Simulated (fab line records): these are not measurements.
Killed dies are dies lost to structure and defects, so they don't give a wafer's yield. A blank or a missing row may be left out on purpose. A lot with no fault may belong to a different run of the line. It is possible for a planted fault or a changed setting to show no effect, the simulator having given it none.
What tool caused it? / flow n5Finfet / Sampling: 11 lots, 33 wafers, 5 of 1938 route steps

## WHAT THE GAUGES SHOWED, per wafer
N5_BEOL_M2_THK_MEAS_01. Usual: M2_ILD_THK typically reads 79.5 nm, with standard deviation 1.1.
lot=L235; measured=day 6 19:35; on=filmMetro-02; M2_ILD_THK (nm)=79.3 78.9 78.9; flag=
lot=L236; measured=day 7 07:25; on=filmMetro-01; M2_ILD_THK (nm)=79.1 80.0 79.8; flag=
lot=L237; measured=day 7 07:23; on=filmMetro-02; M2_ILD_THK (nm)=79.3 79.6 79.5; flag=
lot=L242; measured=day 8 04:22; on=filmMetro-01; M2_ILD_THK (nm)=78.6 79.7 80.8; flag=
lot=L243; measured=day 8 10:57; on=filmMetro-01; M2_ILD_THK (nm)=79.5 80.8 80.4; flag=
lot=L244; measured=day 8 23:28; on=filmMetro-02; M2_ILD_THK (nm)=79.6 80.0 80.9; flag=
lot=L247; measured=day 9 22:13; on=filmMetro-02; M2_ILD_THK (nm)=77.8 78.0 79.3; flag=
lot=L251; measured=day 10 09:03; on=filmMetro-01; M2_ILD_THK (nm)=79.4 79.3 81.1; flag=
lot=L253; measured=day 11 05:02; on=filmMetro-01; M2_ILD_THK (nm)=79.2 81.7 81.4; flag=
lot=L254; measured=day 11 05:24; on=filmMetro-02; M2_ILD_THK (nm)=78.9 79.1 79.6; flag=
lot=L258; measured=day 12 11:08; on=filmMetro-01; M2_ILD_THK (nm)=79.6 80.8 78.7; flag=

N5_BEOL_M4_RC_MEAS_101. Usual: DIBL_N 36.9 mV/V, standard deviation 1.7; DIBL_P 36.7 mV/V, standard deviation 2.1; IOFF_N 0.17 nA/um, standard deviation 0.032; IOFF_P 0.22 nA/um, standard deviation 0.036; ION_N 674 uA/um, standard deviation 12; ION_P 461 uA/um, standard deviation 7; SS_N 71.7 mV/dec, standard deviation 0.6; SS_P 73.4 mV/dec, standard deviation 0.67; VT_N 249 mV, standard deviation 3.1; VT_P -250 mV, standard deviation 3.2.
lot=L235; measured=day 8 01:31; on=prober-01; DIBL_N (mV/V)=35.5 36.4 35.7; DIBL_P (mV/V)=35.5 36.6 34.9; IOFF_N (nA/um)=0.14 0.15 0.14; IOFF_P (nA/um)=0.18 0.20 0.18; ION_N (uA/um)=657 674 666; ION_P (uA/um)=448 464 456; SS_N (mV/dec)=71.7 71.3 70.9; SS_P (mV/dec)=72.8 73.2 73.1; VT_N (mV)=253 254 250; VT_P (mV)=-254 -251 -251; flag=
lot=L236; measured=day 9 00:19; on=prober-02; DIBL_N (mV/V)=37.7 36.5 36.5; DIBL_P (mV/V)=37.5 35.6 36.0; IOFF_N (nA/um)=0.18 0.16 0.16; IOFF_P (nA/um)=0.22 0.19 0.19; ION_N (uA/um)=674 666 676; ION_P (uA/um)=463 456 453; SS_N (mV/dec)=71.6 71.3 71.7; SS_P (mV/dec)=73.8 73.2 73.5; VT_N (mV)=250 250 250; VT_P (mV)=-249 -252 -252; flag=
lot=L237; measured=day 8 18:03; on=prober-02; DIBL_N (mV/V)=35.1 37.2 37.5; DIBL_P (mV/V)=33.9 36.8 35.1; IOFF_N (nA/um)=0.13 0.17 0.17; IOFF_P (nA/um)=0.15 0.19 0.16; ION_N (uA/um)=653 682 677; ION_P (uA/um)=449 455 451; SS_N (mV/dec)=70.7 71.6 71.5; SS_P (mV/dec)=73.5 73.1 73.5; VT_N (mV)=251 251 248; VT_P (mV)=-257 -255 -256; flag=
lot=L242; measured=day 9 08:10; on=prober-01; DIBL_N (mV/V)=36.3 35.7 37.0; DIBL_P (mV/V)=36.9 35.5 37.6; IOFF_N (nA/um)=0.17 0.14 0.17; IOFF_P (nA/um)=0.23 0.21 0.25; ION_N (uA/um)=685 662 676; ION_P (uA/um)=471 460 467; SS_N (mV/dec)=71.0 71.5 71.1; SS_P (mV/dec)=73.6 73.7 72.9; VT_N (mV)=245 250 248; VT_P (mV)=-246 -250 -246; flag=
lot=L243; measured=day 9 20:14; on=prober-01; DIBL_N (mV/V)=37.3 37.0 39.7; DIBL_P (mV/V)=36.5 36.0 37.1; IOFF_N (nA/um)=0.18 0.16 0.23; IOFF_P (nA/um)=0.22 0.20 0.23; ION_N (uA/um)=679 680 675; ION_P (uA/um)=461 460 452; SS_N (mV/dec)=71.7 71.1 72.8; SS_P (mV/dec)=73.2 72.8 73.7; VT_N (mV)=246 250 244; VT_P (mV)=-251 -249 -251; flag=
lot=L244; measured=day 10 05:55; on=prober-01; DIBL_N (mV/V)=34.8 34.6 35.2; DIBL_P (mV/V)=34.7 34.8 35.8; IOFF_N (nA/um)=0.15 0.13 0.15; IOFF_P (nA/um)=0.20 0.21 0.23; ION_N (uA/um)=662 657 673; ION_P (uA/um)=461 454 464; SS_N (mV/dec)=71.6 70.7 71.5; SS_P (mV/dec)=72.5 71.8 72.8; VT_N (mV)=251 253 251; VT_P (mV)=-249 -252 -249; flag=
lot=L247; measured=day 11 00:52; on=prober-01; DIBL_N (mV/V)=37.7 34.9 36.2; DIBL_P (mV/V)=38.5 36.7 37.5; IOFF_N (nA/um)=0.19 0.14 0.16; IOFF_P (nA/um)=0.26 0.21 0.23; ION_N (uA/um)=688 677 677; ION_P (uA/um)=475 466 461; SS_N (mV/dec)=72.3 70.8 72.2; SS_P (mV/dec)=73.5 73.7 72.3; VT_N (mV)=248 253 248; VT_P (mV)=-245 -249 -246; flag=
lot=L251; measured=day 11 13:01; on=prober-01; DIBL_N (mV/V)=36.7 37.6 36.9; DIBL_P (mV/V)=36.8 36.9 36.5; IOFF_N (nA/um)=0.14 0.18 0.15; IOFF_P (nA/um)=0.19 0.19 0.18; ION_N (uA/um)=664 671 660; ION_P (uA/um)=454 455 456; SS_N (mV/dec)=71.6 72.4 71.9; SS_P (mV/dec)=73.0 72.8 72.7; VT_N (mV)=251 248 252; VT_P (mV)=-253 -251 -252; flag=
lot=L253; measured=day 12 15:16; on=prober-02; DIBL_N (mV/V)=36.3 34.8 37.2; DIBL_P (mV/V)=35.0 33.8 35.8; IOFF_N (nA/um)=0.17 0.13 0.18; IOFF_P (nA/um)=0.26 0.23 0.26; ION_N (uA/um)=681 668 681; ION_P (uA/um)=470 469 471; SS_N (mV/dec)=71.5 71.8 71.3; SS_P (mV/dec)=72.7 72.6 73.8; VT_N (mV)=247 254 247; VT_P (mV)=-245 -245 -245; flag=
lot=L254; measured=day 12 21:56; on=prober-01; DIBL_N (mV/V)=37.1 36.4 38.0; DIBL_P (mV/V)=37.7 35.5 38.3; IOFF_N (nA/um)=0.17 0.15 0.21; IOFF_P (nA/um)=0.27 0.22 0.28; ION_N (uA/um)=679 668 702; ION_P (uA/um)=465 461 472; SS_N (mV/dec)=72.8 71.0 73.2; SS_P (mV/dec)=73.5 73.3 74.1; VT_N (mV)=248 252 244; VT_P (mV)=-245 -245 -245; flag=
lot=L258; measured=day 14 00:20; on=prober-01; DIBL_N (mV/V)=39.1 37.7 39.5; DIBL_P (mV/V)=38.5 37.1 39.5; IOFF_N (nA/um)=0.18 0.16 0.19; IOFF_P (nA/um)=0.23 0.22 0.26; ION_N (uA/um)=663 659 681; ION_P (uA/um)=460 458 467; SS_N (mV/dec)=71.9 72.1 72.8; SS_P (mV/dec)=74.1 73.7 73.8; VT_N (mV)=251 252 251; VT_P (mV)=-249 -248 -247; flag=

## TOOL THAT RAN EACH LOT (tool first, then ch and the chambers of the sampled wafers, then the start)
lot=L235; N5_BEOL_M1_ANNEAL_91=pvdSputter-01, day 6 17:49; N5_BEOL_M1_PRE_CLEAN_60=cvdCo-02 ch 0,1,2, day 6 19:14; N5_BEOL_M2_COAT_73=lithoTrack-01 ch 0, day 6 20:51
lot=L236; N5_BEOL_M1_ANNEAL_91=pvdSputter-01, day 7 05:23; N5_BEOL_M1_PRE_CLEAN_60=cvdCo-01 ch 0,2, day 7 07:04; N5_BEOL_M2_COAT_73=lithoTrack-01 ch 0, day 7 09:34
lot=L237; N5_BEOL_M1_ANNEAL_91=pvdSputter-02, day 7 05:37; N5_BEOL_M1_PRE_CLEAN_60=cvdCo-02 ch 1,2, day 7 07:01; N5_BEOL_M2_COAT_73=lithoTrack-01 ch 0, day 7 07:38
lot=L242; N5_BEOL_M1_ANNEAL_91=pvdSputter-03, day 8 02:36; N5_BEOL_M1_PRE_CLEAN_60=cvdCo-01 ch 0,1, day 8 04:01; N5_BEOL_M2_COAT_73=lithoTrack-01 ch 0, day 8 05:30
lot=L243; N5_BEOL_M1_ANNEAL_91=pvdSputter-03, day 8 09:02; N5_BEOL_M1_PRE_CLEAN_60=cvdCo-01 ch 0,1,2, day 8 10:35; N5_BEOL_M2_COAT_73=lithoTrack-04 ch 0, day 8 12:59
lot=L244; N5_BEOL_M1_ANNEAL_91=pvdSputter-02, day 8 21:40; N5_BEOL_M1_PRE_CLEAN_60=cvdCo-02 ch 0,2, day 8 23:05; N5_BEOL_M2_COAT_73=lithoTrack-01 ch 0, day 9 00:07
lot=L247; N5_BEOL_M1_ANNEAL_91=pvdSputter-01, day 9 20:24; N5_BEOL_M1_PRE_CLEAN_60=cvdCo-02 ch 0,2, day 9 21:49; N5_BEOL_M2_COAT_73=lithoTrack-04 ch 0, day 9 22:27
lot=L251; N5_BEOL_M1_ANNEAL_91=pvdSputter-01, day 10 07:16; N5_BEOL_M1_PRE_CLEAN_60=cvdCo-02 ch 0,1,2, day 10 08:40; N5_BEOL_M2_COAT_73=lithoTrack-02 ch 0, day 10 09:28
lot=L253; N5_BEOL_M1_ANNEAL_91=pvdSputter-03, day 11 03:16; N5_BEOL_M1_PRE_CLEAN_60=cvdCo-01 ch 0,2, day 11 04:41; N5_BEOL_M2_COAT_73=lithoTrack-02 ch 0, day 11 05:41
lot=L254; N5_BEOL_M1_ANNEAL_91=pvdSputter-02, day 11 03:23; N5_BEOL_M1_PRE_CLEAN_60=cvdCo-02 ch 0,1,2, day 11 05:02; N5_BEOL_M2_COAT_73=lithoTrack-02 ch 0, day 11 06:10
lot=L258; N5_BEOL_M1_ANNEAL_91=pvdSputter-01, day 12 09:22; N5_BEOL_M1_PRE_CLEAN_60=cvdCo-01 ch 0,1,2, day 12 10:48; N5_BEOL_M2_COAT_73=lithoTrack-01 ch 0, day 12 11:56
- N5_BEOL_M1_ANNEAL_91: time 240 s.
- N5_BEOL_M1_PRE_CLEAN_60: time 15 s.
- N5_BEOL_M2_COAT_73: time 60 s, resist thk 5 nm.

## WHAT THE TOOLS THEMSELVES READ (means of the sampled wafers that have a number; where no wafer has one, the mark that the record gives instead)
N5_BEOL_M1_ANNEAL_91. Usual: 872 W for heaterPowerW, sd 150.
lot=L235; tool=pvdSputter-01; heaterPowerW (W)=796; flag=
lot=L236; tool=pvdSputter-01; heaterPowerW (W)=762; flag=
lot=L237; tool=pvdSputter-02; heaterPowerW (W)=872; flag=
lot=L242; tool=pvdSputter-03; heaterPowerW (W)=917; flag=
lot=L243; tool=pvdSputter-03; heaterPowerW (W)=930; flag=
lot=L244; tool=pvdSputter-02; heaterPowerW (W)=882; flag=
lot=L247; tool=pvdSputter-01; heaterPowerW (W)=789; flag=
lot=L251; tool=pvdSputter-01; heaterPowerW (W)=825; flag=
lot=L253; tool=pvdSputter-03; heaterPowerW (W)=912; flag=
lot=L254; tool=pvdSputter-02; heaterPowerW (W)=988; flag=
lot=L258; tool=pvdSputter-01; heaterPowerW (W)=832; flag=

N5_BEOL_M1_PRE_CLEAN_60. Usual: 83 W for heaterPowerW, sd 26.
lot=L235; tool=cvdCo-02; heaterPowerW (W)=82; flag=
lot=L236; tool=cvdCo-01; heaterPowerW (W)=107; flag=
lot=L237; tool=cvdCo-02; heaterPowerW (W)=71; flag=
lot=L242; tool=cvdCo-01; heaterPowerW (W)=109; flag=
lot=L243; tool=cvdCo-01; heaterPowerW (W)=83; flag=
lot=L244; tool=cvdCo-02; heaterPowerW (W)=80; flag=
lot=L247; tool=cvdCo-02; heaterPowerW (W)=80; flag=
lot=L251; tool=cvdCo-02; heaterPowerW (W)=83; flag=
lot=L253; tool=cvdCo-01; heaterPowerW (W)=109; flag=
lot=L254; tool=cvdCo-02; heaterPowerW (W)=83; flag=
lot=L258; tool=cvdCo-01; heaterPowerW (W)=84; flag=

N5_BEOL_M2_COAT_73. Usual: chillPlateTempC 22.97 C, standard deviation 0.12; heaterPowerTotalW 391.8 W, standard deviation 1.4; plateTempC 205.00 C, standard deviation 0.17.
lot=L235; tool=lithoTrack-01; chillPlateTempC (C)=23.07; heaterPowerTotalW (W)=391.6; plateTempC (C)=205.04; flag=
lot=L236; tool=lithoTrack-01; chillPlateTempC (C)=23.07; heaterPowerTotalW (W)=381.1; plateTempC (C)=200.08; flag=OFF
lot=L237; tool=lithoTrack-01; chillPlateTempC (C)=22.96; heaterPowerTotalW (W)=389.9; plateTempC (C)=205.07; flag=
lot=L242; tool=lithoTrack-01; chillPlateTempC (C)=22.97; heaterPowerTotalW (W)=380.6; plateTempC (C)=200.07; flag=OFF
lot=L243; tool=lithoTrack-04; chillPlateTempC (C)=23.01; heaterPowerTotalW (W)=392.5; plateTempC (C)=205.00; flag=
lot=L244; tool=lithoTrack-01; chillPlateTempC (C)=23.10; heaterPowerTotalW (W)=379.8; plateTempC (C)=199.90; flag=OFF
lot=L247; tool=lithoTrack-04; chillPlateTempC (C)=22.92; heaterPowerTotalW (W)=392.5; plateTempC (C)=205.01; flag=
lot=L251; tool=lithoTrack-02; chillPlateTempC (C)=22.90; heaterPowerTotalW (W)=392.0; plateTempC (C)=204.91; flag=
lot=L253; tool=lithoTrack-02; chillPlateTempC (C)=23.00; heaterPowerTotalW (W)=390.7; plateTempC (C)=205.15; flag=
lot=L254; tool=lithoTrack-02; chillPlateTempC (C)=22.82; heaterPowerTotalW (W)=391.3; plateTempC (C)=204.93; flag=
lot=L258; tool=lithoTrack-01; chillPlateTempC (C)=23.02; heaterPowerTotalW (W)=391.5; plateTempC (C)=204.85; flag=

## THE ANSWER, worked out from the rows above alone
Rule: lot off if the mean of its wafers having a number is beyond 3 standard deviations from the usual mean. Also off: a lot with no number at a reading for which 4 or more lots have one. The other lots that the step has rows for count as sound. First the gauges in route order, then the tools' own readings, where a lot's mean is used as printed above. At the first step where some lot is off, the reading lying furthest off is the one used; lots without a number count as furthest.
Off: L236, L242, L244 (N5_BEOL_M2_COAT_73, plateTempC).
A tool fits if, at that step or a process step before it, it ran every lot that is off, and no sound lot after the first of them. Not one of the candidates tried fits.

## WHAT THE SIMULATOR PUT IN
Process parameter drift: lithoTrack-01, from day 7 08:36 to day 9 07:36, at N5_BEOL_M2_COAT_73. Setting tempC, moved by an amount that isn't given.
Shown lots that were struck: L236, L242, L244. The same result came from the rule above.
